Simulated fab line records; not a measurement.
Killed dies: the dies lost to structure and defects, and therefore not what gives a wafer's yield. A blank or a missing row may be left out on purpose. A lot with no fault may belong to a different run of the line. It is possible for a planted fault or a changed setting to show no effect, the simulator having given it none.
Matching of chambers	flow n5-finfet	rie-diel-01 running N5_BEOL_M8_ETCH_61: 4 sister chambers
The step etches SiARC in CF4, target depth 45.5 nm, time 75.8 s. 36 wafers are shown with their chamber, then 12 later ones without.

== WAFERS PAIRED WITH THEIR CHAMBERS ==
wafer	chamber	drypump-motor-current-A (A)	showerhead-plenum-p-Torr (Torr)	throttle-valve-pct (%)
L079.1	2	6.4	2.26	15.46
L079.2	1	5.3	2.11	15.40
L079.3	0	4.9	2.12	15.73
L079.4	3	4.9	2.25	15.34
L079.5	0	4.9	2.12	15.73
L079.6	3	4.9	2.25	15.32
L077.1	0	4.9	2.12	15.71
L077.3	2	6.4	2.26	15.47
L077.5	0	4.9	2.12	15.73
L081.3	2	6.4	2.26	15.47
L081.4	1	5.3	2.10	15.42
L081.5	0	4.9	2.12	15.73
L080.1	3	4.9	2.25	15.36
L080.2	2	6.4	2.26	15.48
L080.3	0	4.9	2.12	15.74
L080.4	1	5.3	2.10	15.41
L080.5	1	5.2	2.10	15.43
L080.6	2	6.4	2.26	15.49
L082.2	3	4.9	2.25	15.38
L082.3	0	4.9	2.12	15.75
L082.5	3	4.9	2.25	15.36
L084.1	1	5.3	2.10	15.43
L084.3	0	4.9	2.12	15.75
L084.6	2	6.4	2.26	15.50
L087.1	2	6.4	2.26	15.50
L087.2	1	5.3	2.10	15.46
L087.3	3	4.9	2.24	15.38
L087.4	0	4.9	2.11	15.76
L087.5	2	6.4	2.26	15.53
L087.6	3	4.9	2.24	15.38
L090.2	2	6.4	2.26	15.50
L090.3	0	4.9	2.11	15.77
L090.4	3	4.9	2.24	15.38
L092.2	2	6.4	2.26	15.54
L092.5	0	4.9	2.11	15.75
L092.6	3	4.9	2.24	15.40

SIGNATURES (averages over the wafers above)
reading	chamber 0	chamber 1	chamber 2	chamber 3	scatter within a chamber
drypump-motor-current-A	4.900	5.283	6.400	4.900	0.0161
showerhead-plenum-p-Torr	2.1173	2.1017	2.2600	2.2456	0.00405
throttle-valve-pct	15.7409	15.4250	15.4940	15.3667	0.0223
Rule: for each reading, subtract the chamber's mean from the wafer's reading, divide by that reading's scatter and square the result; add these up over the readings and take the root, which gives the wafer's distance from the chamber. The wafer belongs to the nearest chamber; if the next one is less than 2 further off, it can't be placed. The scatter is the square root of a quotient: the sum, over the shown wafers, of each reading's squared deviation from its chamber's mean, divided by wafers minus chambers.

== WAFERS MISSING THEIR CHAMBER ==
wafer	drypump-motor-current-A (A)	showerhead-plenum-p-Torr (Torr)	throttle-valve-pct (%)
L091.3	6.4	2.26	15.52
L091.5	5.3	2.10	15.46
L091.6	6.4	2.26	15.52
L093.1	4.9	2.11	15.77
L093.2	6.4	2.25	15.53
L093.3	4.9	2.24	15.41
L093.4	5.3	2.10	15.48
L093.5	4.9	2.24	15.41
L093.6	6.4	2.25	15.52
L096.1	5.3	2.09	15.49
L096.3	6.4	2.25	15.56
L096.5	4.9	2.11	15.80

== WHICH CHAMBER EACH ONE RAN IN ==
wafer	from the rows above	in truth
L091.3	2	2
L091.5	1	1
L091.6	2	2
L093.1	0	0
L093.2	2	2
L093.3	3	3
L093.4	1	1
L093.5	3	3
L093.6	2	2
L096.1	1	1
L096.3	2	2
L096.5	0	0
Correct placement for 12 of the 12. Left unplaced by these rows: 0. Wrongly placed: 0.
